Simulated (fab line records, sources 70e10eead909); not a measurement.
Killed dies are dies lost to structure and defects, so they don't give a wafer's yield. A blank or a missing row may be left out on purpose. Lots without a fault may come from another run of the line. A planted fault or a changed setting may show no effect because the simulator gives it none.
Which tool did it? | flow nand_harc | 6 lots, 18 wafers sampled, at 5 steps of a route of 1302

WHAT THE GAUGES READ, wafer by wafer
NHARC_END_SORT_01.
lot  | measured     | on        | killed_at_periphery
L269 | day 27 10:19 | prober-02 | 3 4 5
L283 | day 33 05:46 | prober-02 | 3 6 5

WHICH TOOL RAN EACH LOT (tool, then ch and the chambers of the sampled wafers, then the start)
lot  | NHARC_P_M0_PVD_21            | NHARC_THIN_TSV_DEGAS_49      | NHARC_THIN_TSV_DEGAS_53      | NHARC_THIN_TSV_PRE_CLEAN_54
L263 | pvd_sputter-01, day 6 22:48  | pvd_sputter-03, day 25 15:41 | pvd_sputter-02, day 25 17:41 | pvd_sputter-02, day 25 17:46
L269 | pvd_sputter-03, day 9 12:59  | pvd_sputter-03, day 26 23:35 | pvd_sputter-02, day 27 01:35 | pvd_sputter-02, day 27 01:39
L276 | pvd_sputter-01, day 12 13:31 | pvd_sputter-03, day 30 00:10 | pvd_sputter-03, day 30 02:09 | pvd_sputter-03, day 30 02:14
L279 | pvd_sputter-03, day 14 01:33 | pvd_sputter-03, day 31 19:48 | pvd_sputter-01, day 31 21:47 | pvd_sputter-01, day 31 21:52
L282 | pvd_sputter-01, day 14 13:31 | pvd_sputter-01, day 32 05:17 | pvd_sputter-03, day 32 07:16 | pvd_sputter-03, day 32 07:20
L283 | pvd_sputter-02, day 15 03:58 | pvd_sputter-01, day 32 16:26 | pvd_sputter-03, day 32 18:23 | pvd_sputter-03, day 32 18:28
- NHARC_P_M0_PVD_21: deposits Cu, target thk 30 nm, time 20.49 s.
- NHARC_THIN_TSV_DEGAS_49: time 120 s.
- NHARC_THIN_TSV_DEGAS_53: time 60 s.
- NHARC_THIN_TSV_PRE_CLEAN_54: time 30 s.

THE ANSWER, worked out from the rows above alone
Rule: what is usual is taken from the lots themselves. Put in order of their means at a reading, lots are off if they are a third of the lots or fewer, leave a main group of 4 or more, and stand apart from it by a gap of 3 or more times the standard deviation of the main group's means; of several such gaps the widest counts. A main group whose means are all the same, to the digits that the tables above print for the reading, isn't used. A lot without any number at a reading at which 4 lots or more have one is off too. The other lots that the step has rows for count as sound.
No lot is off at any reading shown: from this, nothing can be told.

WHAT THE SIMULATOR HAD PUT IN
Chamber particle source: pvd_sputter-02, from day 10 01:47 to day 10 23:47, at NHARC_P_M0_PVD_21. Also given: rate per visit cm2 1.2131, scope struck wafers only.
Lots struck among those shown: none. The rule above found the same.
